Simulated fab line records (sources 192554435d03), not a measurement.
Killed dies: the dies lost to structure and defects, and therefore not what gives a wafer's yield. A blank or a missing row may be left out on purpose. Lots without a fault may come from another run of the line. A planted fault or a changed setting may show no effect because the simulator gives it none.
Matching of chambers || flow n5_finfet || 4 sister chambers for N5_FIN_SAQP_ALD_61 on ald_sin-04
The step deposits SiO2, target thk 4 nm, pulse time 1 s, purge time 2 s. 4 wafers are shown with their chamber, then 8 later ones without.

== EACH WAFER AND ITS CHAMBER ==
{"wafer": "L089.1", "chamber": 0, "heater_power_w (W)": 520}
{"wafer": "L089.2", "chamber": 1, "heater_power_w (W)": 457}
{"wafer": "L089.6", "chamber": 2, "heater_power_w (W)": 480}
{"wafer": "L090.1", "chamber": 3, "heater_power_w (W)": 465}

== WAFERS WITH NO CHAMBER GIVEN ==
{"wafer": "L090.4", "heater_power_w (W)": 484}
{"wafer": "L090.5", "heater_power_w (W)": 481}
{"wafer": "L092.2", "heater_power_w (W)": 444}
{"wafer": "L092.3", "heater_power_w (W)": 525}
{"wafer": "L092.6", "heater_power_w (W)": 532}
{"wafer": "L093.2", "heater_power_w (W)": 463}
{"wafer": "L093.5", "heater_power_w (W)": 515}
{"wafer": "L093.6", "heater_power_w (W)": 434}

== WHICH CHAMBER EACH WENT THROUGH ==
{"wafer": "L090.4", "from the rows above": "can't be placed: 2 or 3", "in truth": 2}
{"wafer": "L090.5", "from the rows above": "can't be placed: 2 or 3", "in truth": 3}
{"wafer": "L092.2", "from the rows above": "can't be placed: 1 or 3", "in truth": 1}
{"wafer": "L092.3", "from the rows above": 0, "in truth": 0}
{"wafer": "L092.6", "from the rows above": 0, "in truth": 0}
{"wafer": "L093.2", "from the rows above": "can't be placed: 3 or 1 or 2", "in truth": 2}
{"wafer": "L093.5", "from the rows above": 0, "in truth": 0}
{"wafer": "L093.6", "from the rows above": "can't be placed: 1 or 3", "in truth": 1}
3 of 8 placed correctly. From these rows, 5 cannot be placed; in 5 the true chamber is one of the candidates. Placed wrongly: 0.
How it was worked out, from the rows above alone: a wafer's distance from a chamber is the root of the sum, over the readings, of the square of ((its reading less the chamber's mean) divided by the reading's scatter). If the next closest chamber is less than 2 further off than the closest, the wafer can't be placed; otherwise it belongs to the closest. Each chamber's mean is taken over the wafers shown for it. The scatter (one wafer shown for each chamber): square how far every hidden wafer sits from the nearest shown wafer, average those squares and take the square root.
